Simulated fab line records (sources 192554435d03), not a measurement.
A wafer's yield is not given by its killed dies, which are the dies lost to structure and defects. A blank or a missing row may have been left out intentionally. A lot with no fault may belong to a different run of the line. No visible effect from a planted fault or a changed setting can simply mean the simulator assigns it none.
fab line records ; flow n5_finfet ; part 2 of 2: steps 33 to 44 of 44
record lots=7; wafers=19; last_day=18
route steps=1938 shown BEOL_M3@938 BEOL_M4@1111
lots that met no fault: from a run of the same line without faults
start_h: the number of hours between the record's first day and the start of the first shown wafer of the lot ; wait_h: hours since the lot's step before ; " same as the row above ; L1.1+2: a row that stands for several wafers ; - value missing, or start not given ; * or withheld: withheld ; < > ~ a bound
route shown NAME@n: a module of which the file shows steps, and the number in the route of the first ; usual: mean/standard deviation of fault-free wafers ; same: alike in all rows ; chamber/n: place in a boat ; sites: per-site readings ; _std_site: their standard deviation ; _edge_site: outer sites' mean less inner sites' ; radius_mm: how far each site lies from the wafer's centre ; mask NAME#n: copy n ; behind: the tool/chamber that last shaped the wafer ; hold: what put the lot on hold/how long, in hours/how the hold closed ; device: the n, p or np transistor that did not switch ; end of line: the tests these same wafers got at the end of their route ; a step given without rows: its recipe and nothing more ; killed: the dies lost at the first sort to structure and to defects; this is not the yield of the wafer ; map: a wafer's dies, marking killed ones x, the rest . and places with no die _
set.NAME: the run value of the setting; set.NAME@STEP: its run value at that earlier step ; model.NAME: the simulator's own value behind a step, which no gauge read
lots seen at some steps along the route; tables by step, rows by wafer
services: from which hour (start_h, from the record's first day; less than 0 if before it) a tool's chamber was out of use, for how many hours, and why
## steps
# step N5_BEOL_M3_ETCH_77
# recipe chemistry=N2/H2; target=underlayer; target_depth_a=65; mask_material=CAR-EUV; time_s=5.2; ion_energy_ev=200; pressure_mtorr=30; source_w=840; bias_w=150; n2_flow_sccm=200; h2_flow_sccm=200; ends=cleared
# usual bias_w=150.0/0.43; drypump_motor_current_A=5.81/0.26; etch_rf_on_time_s=5.22/0.15; oes_product_au=0.67/0.079; rf_vpp_V=524.6/2.6; showerhead_plenum_p_Torr=2.57/0.084; throttle_valve_pct=17.9/0.34
lot.wafer;tool;chamber;start_h;wait_h;bias_w;drypump_motor_current_A;etch_rf_on_time_s;oes_product_au;rf_hours_counter_h;rf_vpp_V;showerhead_plenum_p_Torr;throttle_valve_pct
L810.3;rie_diel-06;3;172.03;0.0;149.5;5.87;5.12;0.74;50;523.9;2.47;17.3
L810.4;rie_diel-06;0;172.03;0.0;149.8;6.13;5.30;0.60;-;524.0;2.51;17.9
L810.5;rie_diel-06;1;172.03;0.0;150.1;5.41;5.14;0.65;-;526.7;2.65;18.0
L814.2;rie_diel-05;0;195.25;0.0;151.1;5.62;5.27;0.81;5;526.3;2.60;17.4
L814.4;rie_diel-05;2;195.25;0.0;150.5;6.05;5.30;0.60;204;520.4;2.43;18.2
L814.5;rie_diel-05;1;195.25;0.0;150.0;5.92;5.25;0.59;-;526.7;2.62;18.3
L821.2;rie_diel-05;0;242.59;0.0;149.8;5.65;5.39;0.76;22;525.9;2.60;17.4
L821.4;rie_diel-05;2;242.59;0.0;150.1;6.08;5.38;0.57;-;519.8;2.42;18.2
L821.5;rie_diel-05;1;242.59;0.0;150.7;5.90;5.33;0.58;-;525.2;2.62;18.3
L823.1;rie_diel-05;2;247.27;0.0;149.5;6.05;5.35;0.57;222;519.5;2.42;18.2
L823.3;rie_diel-05;0;247.27;0.0;149.5;5.60;5.28;0.76;24;526.1;2.59;17.4
L823.5;rie_diel-05;2;247.27;0.0;150.4;6.05;5.31;0.58;-;520.8;2.42;18.3
L826.1;rie_diel-03;3;256.02;0.0;149.9;5.45;5.14;0.66;139;521.1;2.47;18.1
L826.6;rie_diel-03;3;256.02;0.0;150.2;5.47;5.19;0.67;-;523.0;2.47;18.1
L824.1;rie_diel-03;3;264.91;0.0;149.2;5.46;5.25;0.67;142;521.1;2.46;18.2
L824.6;rie_diel-03;0;264.91;0.0;149.3;5.62;5.09;0.73;-;524.7;2.60;18.0
L827.1;rie_diel-03;1;284.07;0.0;150.2;6.34;5.49;0.60;198;525.0;2.63;17.6
L827.2;rie_diel-03;3;284.07;0.0;150.0;5.46;5.17;0.65;152;519.6;2.46;18.2
L827.6;rie_diel-03;1;284.07;0.0;150.4;6.34;5.47;0.59;-;525.8;2.63;17.6
# step N5_BEOL_M3_ETCH_69
# recipe chemistry=CF4; target=SiARC; target_depth_a=156; mask_material=CAR-EUV; time_s=26; ion_energy_ev=80; pressure_mtorr=40; source_w=545; bias_w=36; Ar_flow_sccm=100; cf4_flow_sccm=100; ends=cleared
# step N5_BEOL_M3_ALD_98
# recipe material=SiO2; target_thk_a=25; temp_c=100; ald_precursor_family=BDEAS; ald_co_reactant=O2-plasma; pulse_time_s=1; co_reactant_pulse_time_s=1; purge_time_s=2; co_reactant_purge_time_s=2; ald_cycles=17; pressure_torr=2
# usual heater_power_w=77/7.7; precursor_pulse_height_rel=0.997/0.02
lot.wafer;tool;chamber;start_h;wait_h;heater_power_w;precursor_pulse_height_rel
L810.3;ald_sin-03;2;172.39;0.3;79;0.986
L810.4;ald_sin-03;1;172.39;0.3;81;0.999
L810.5;ald_sin-03;0;172.39;0.3;75;0.982
L814.2;ald_sin-04;0;195.35;0.1;76;0.957
L814.4;ald_sin-04;2;195.35;0.1;79;0.943
L814.5;ald_sin-04;1;195.35;0.1;64;0.992
L821.2;ald_sin-03;2;243.04;0.4;79;1.023
L821.4;ald_sin-03;3;243.04;0.4;91;1.043
L821.5;ald_sin-03;3;243.04;0.4;88;1.026
L823.1;ald_sin-02;3;247.37;0.1;72;1.032
L823.3;ald_sin-02;0;247.37;0.1;77;1.013
L823.5;ald_sin-02;0;247.37;0.1;77;0.993
L826.1;ald_sin-04;1;256.38;0.3;65;1.039
L826.6;ald_sin-04;1;256.38;0.3;64;1.001
L824.1;ald_sin-02;1;265.01;0.1;88;0.993
L824.6;ald_sin-02;1;265.01;0.1;88;1.021
L827.1;ald_sin-02;1;284.18;0.1;89;1.013
L827.2;ald_sin-02;2;284.18;0.1;64;0.978
L827.6;ald_sin-02;1;284.18;0.1;87;0.992
# step N5_BEOL_M3_ETCHBACK_99
# recipe chemistry=CHF3; target=SiO2; target_depth_a=50; time_s=10.4; source_w=215; bias_w=47; Ar_flow_sccm=200; CHF3_flow_sccm=12; ion_energy_ev=100; pressure_mtorr=30
# step N5_BEOL_M3_ETCH_70
# recipe chemistry=N2/H2; target=SOC; target_depth_a=800; overetch_a=160; mask_material=SiARC; temp_c=40; time_s=120; ion_energy_ev=200; pressure_mtorr=30; source_w=840; bias_w=150; n2_flow_sccm=200; h2_flow_sccm=200
# step N5_BEOL_M3_STRIP_71
# recipe chemistry=N2/H2; temp_c=40; n2_flow_sccm=200; h2_flow_sccm=200; rf_frequency_hz=6e+07
# step N5_BEOL_M3_STRIP_78
# recipe chemistry=N2/H2; temp_c=40; n2_flow_sccm=200; h2_flow_sccm=200; rf_frequency_hz=6e+07
# step N5_BEOL_M3_VIA_ETCH_34
# recipe chemistry=C4F6/O2; target_depth_a=694; mask_material=SOC; pressure_mtorr=15; ion_energy_ev=250; taper_deg=4; time_s=65.9; source_w=350; bias_w=170; Ar_flow_sccm=300; C4F6_flow_sccm=10; O2_flow_sccm=10
# step N5_BEOL_M3_STRIP_83
# recipe chemistry=C4F6/O2; resist=SiARC; rf_frequency_hz=6e+07
# step N5_BEOL_M3_STRIP_36
# recipe chemistry=N2/H2; power_w=450; temp_c=40; pressure_mtorr=20; rf_frequency_hz=6e+07; overash_fraction=0.3; bias_power_w=7; h2_frac=0.5; n2_flow_sccm=200; h2_flow_sccm=200
# usual bias_power_w=6.999/0.021; drypump_motor_current_A=5.78/0.27; oes_product_au=0.79/0.079; rf_vpp_V=59.2/1.4; showerhead_plenum_p_Torr=2.56/0.081; throttle_valve_pct=23.7/0.39
lot.wafer;tool;chamber;start_h;wait_h;bias_power_w;drypump_motor_current_A;oes_product_au;rf_hours_counter_h;rf_vpp_V;showerhead_plenum_p_Torr;throttle_valve_pct
L810.3;rie_diel-06;1;175.56;0.0;7.001;5.42;0.76;153;58.3;2.65;24.0
L810.4;rie_diel-06;0;175.56;0.0;7.034;6.09;0.71;-;57.5;2.50;23.5
L810.5;rie_diel-06;1;175.56;0.0;7.014;5.41;0.77;-;60.2;2.65;24.0
L814.2;rie_diel-06;0;205.60;0.0;7.002;6.12;0.71;218;59.6;2.50;23.5
L814.4;rie_diel-06;2;205.60;0.0;7.006;5.81;0.75;172;57.0;2.54;24.1
L814.5;rie_diel-06;3;205.60;0.0;6.955;5.84;0.87;-;59.9;2.46;23.0
L821.2;rie_diel-03;1;245.64;0.0;6.998;6.33;0.71;185;60.3;2.63;23.3
L821.4;rie_diel-03;2;245.64;0.0;6.985;5.71;0.86;69;60.4;2.68;23.2
L821.5;rie_diel-03;0;245.64;0.0;6.995;5.59;0.88;-;60.1;2.60;24.0
L823.1;rie_diel-05;2;250.46;0.0;7.008;6.07;0.70;223;58.1;2.42;24.0
L823.3;rie_diel-05;1;250.46;0.0;6.993;5.92;0.69;232;59.1;2.61;24.1
L823.5;rie_diel-05;1;250.46;0.0;7.024;5.92;0.69;-;60.2;2.61;24.1
L826.1;rie_diel-05;2;261.69;0.0;7.005;6.05;0.69;227;60.6;2.42;24.0
L826.6;rie_diel-05;3;261.69;0.0;7.001;5.64;0.85;-;60.8;2.57;23.6
L824.1;rie_diel-03;0;267.44;0.0;6.999;5.61;0.86;64;59.3;2.59;23.9
L824.6;rie_diel-03;2;267.44;0.0;6.994;5.70;0.85;-;57.9;2.68;23.2
L827.1;rie_diel-03;3;295.25;0.0;7.037;5.44;0.75;156;57.1;2.45;24.0
L827.2;rie_diel-03;2;295.25;0.0;6.990;5.71;0.83;91;59.1;2.67;23.2
L827.6;rie_diel-03;1;295.25;0.0;6.961;6.33;0.69;-;58.1;2.62;23.3
# step N5_BEOL_M3_OCD_MEAS_38
# usual trench_depth_nm=55.5/1
lot.wafer;tool;chamber;start_h;wait_h;trench_depth_nm
L810.3;ocd-02;-;175.76;-;54.6
L810.4;ocd-02;-;175.76;-;55.0
L810.5;ocd-02;-;175.76;-;54.7
L814.2;ocd-01;-;205.79;-;55.1
L814.4;ocd-01;-;205.79;-;57.3
L814.5;ocd-01;-;205.79;-;55.1
L821.2;ocd-01;-;245.84;-;53.3
L821.4;ocd-01;-;245.84;-;56.3
L821.5;ocd-01;-;245.84;-;56.5
L823.1;ocd-02;-;250.66;-;45.0
L823.3;ocd-02;-;250.66;-;55.4
L823.5;ocd-02;-;250.66;-;55.2
L826.1;ocd-01;-;261.89;-;49.1
L826.6;ocd-01;-;261.89;-;47.2
L824.1;ocd-02;-;267.63;-;44.1
L824.6;ocd-02;-;267.63;-;48.3
L827.1;ocd-02;-;295.44;-;55.2
L827.2;ocd-02;-;295.44;-;56.2
L827.6;ocd-02;-;295.44;-;53.3
# step N5_BEOL_M4_RC_MEAS_101
# usual CHAIN_V2_max_site=239/8.9; CHAIN_V3_max_site=241/9.6; DIBL_N=36.0/2; DIBL_P=36.2/2.2; IOFF_N=0.16/0.034; IOFF_P=0.21/0.04; ION_N=675/12; ION_P=463/7.2; SS_N=71.6/0.6; SS_P=73.3/0.67; VT_N=250/3; VT_P=-251/3.4
lot.wafer;tool;chamber;start_h;wait_h;CHAIN_V2_max_site[ohm/link];CHAIN_V3_max_site[ohm/link];DIBL_N[mV/V];DIBL_P[mV/V];IOFF_N[nA/um];IOFF_P[nA/um];ION_N[uA/um];ION_P[uA/um];SS_N[mV/dec];SS_P[mV/dec];VT_N[mV];VT_P[mV]
L810.3;prober-02;0;193.42;0.3;230;225;38.2;38.8;0.21;0.26;674;462;72.1;73.4;249;-250
L810.4;prober-02;0;193.42;0.3;240;245;37.9;37.7;0.18;0.22;664;453;72.9;73.0;251;-252
L810.5;prober-02;0;193.42;0.3;227;232;39.4;39.9;0.23;0.26;684;467;73.2;73.9;250;-246
L814.2;prober-01;0;217.83;0.2;231;262;35.2;36.0;0.18;0.23;690;472;72.1;72.8;243;-248
L814.4;prober-01;0;217.83;0.2;232;241;31.9;32.0;0.11;0.17;665;459;70.5;72.5;255;-253
L814.5;prober-01;0;217.83;0.2;222;245;34.9;35.7;0.16;0.22;677;468;70.7;72.6;250;-247
L821.2;prober-02;0;269.01;0.2;240;246;33.2;33.3;0.11;0.18;672;471;71.9;72.3;255;-252
L821.4;prober-02;0;269.01;0.2;248;252;33.6;34.0;0.11;0.18;659;464;70.6;72.9;254;-250
L821.5;prober-02;0;269.01;0.2;233;243;34.7;34.8;0.13;0.19;663;464;71.6;73.6;253;-254
L823.1;prober-01;0;269.45;0.0;~571;~571;36.9;36.5;0.16;0.23;674;466;71.4;73.1;249;-247
L823.3;prober-01;0;269.45;0.0;258;232;36.6;35.6;0.17;0.22;681;469;72.0;72.8;247;-246
L823.5;prober-01;0;269.45;0.0;250;248;34.9;35.4;0.14;0.22;677;467;71.0;72.6;250;-247
L826.1;prober-02;0;275.12;0.0;~571;~571;36.4;37.5;0.16;0.25;663;456;72.0;73.2;252;-248
L826.6;prober-02;0;275.12;0.0;~571;~571;34.4;34.8;0.14;0.22;673;468;71.6;73.2;252;-248
L824.1;prober-02;0;279.72;0.0;~571;~571;32.4;32.5;0.10;0.16;649;453;70.5;71.9;257;-255
L824.6;prober-02;0;279.72;0.0;~571;~571;36.1;35.8;0.14;0.19;668;459;71.6;73.3;253;-252
L827.1;prober-02;0;308.93;0.0;243;250;38.3;37.7;0.18;0.22;672;460;71.9;73.9;252;-249
L827.2;prober-02;0;308.93;0.0;241;231;36.7;36.8;0.16;0.21;687;472;72.0;73.7;250;-248
L827.6;prober-02;0;308.93;0.0;244;253;37.5;37.7;0.17;0.23;670;466;72.0;74.0;253;-251
## services
tool;chamber;start_h;hours;kind
rie_diel-05;0;154.46;-;clean
rie_diel-05;0;154.46;-;consumable_replace:focus_ring
rie_diel-05;0;154.46;21.4;scheduled_down
rie_diel-05;0;154.46;21.4;vent_cycle
rie_diel-03;-;157.42;0.6;repair
ald_sin-04;-;177.92;14.0;pm
rie_diel-03;3;181.91;13.3;repair
rie_metal-02;0;182.77;-;clean
rie_metal-02;0;182.77;20.1;scheduled_down
rie_metal-02;0;182.77;20.1;vent_cycle
ald_sin-02;-;198.44;2.8;pm
rie_diel-05;3;199.25;6.7;repair
rie_metal-02;-;210.06;10.0;pm
rie_diel-05;-;215.61;0.7;repair
rie_diel-05;3;239.24;9.6;repair
ald_sin-04;2;248.62;3.7;repair
rie_diel-06;2;252.13;10.8;repair
rie_metal-02;1;253.64;-;clean
rie_diel-06;0;256.55;7.3;repair
rie_diel-06;1;257.61;3.4;repair
rie_diel-03;1;264.32;8.9;repair
rie_diel-05;-;264.84;14.6;pm
ald_sin-02;0;268.58;4.5;repair
rie_diel-06;3;291.33;1.9;repair
## key
first_sign step=N5_BEOL_M3_CD_MEAS_18; reading=cd_nm; direction=down; sigmas=1.9; usual=18.1; struck=17.4
effect step=N5_BEOL_M3_OCD_MEAS_38; reading=trench_depth_nm; direction=down; sigmas=8.7; usual=55.5; struck=46.7
effect step=N5_BEOL_M4_RC_MEAS_101; reading=CHAIN_V2_max_site; direction=up; sigmas=37; usual=239; struck=~571
effect step=N5_BEOL_M4_RC_MEAS_101; reading=CHAIN_V3_max_site; direction=up; sigmas=34; usual=241; struck=~571
model_effect step=N5_BEOL_M3_ETCH_64; value=SiARC_of_BEOL_M3_COAT_62.thk_nm; without=6.92; struck=8.56
model_effect step=N5_BEOL_M3_HM_OPEN_17; value=BEOL_M3.cd_offset_nm; without=0.04; struck=-0.64
met_at N5_BEOL_M3_ETCH_64
struck_wafers L823.1,L824.1,L824.6,L826.1,L826.6
sort_left_out L823.1,L824.1,L824.6,L826.1,L826.6
onset_between 171.21 246.20
fault kind=process_parameter_drift; tool=rie_diel-05; chamber=-; onset_h=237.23; steps=N5_BEOL_M3_ETCH_64; channel=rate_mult; offset=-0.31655; shape=step; end_h=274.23; scope=struck_wafers_only
# sort_left_out: the simulated sort isn't trusted on such a fault, so these wafers' sort isn't shown, and their yield isn't known
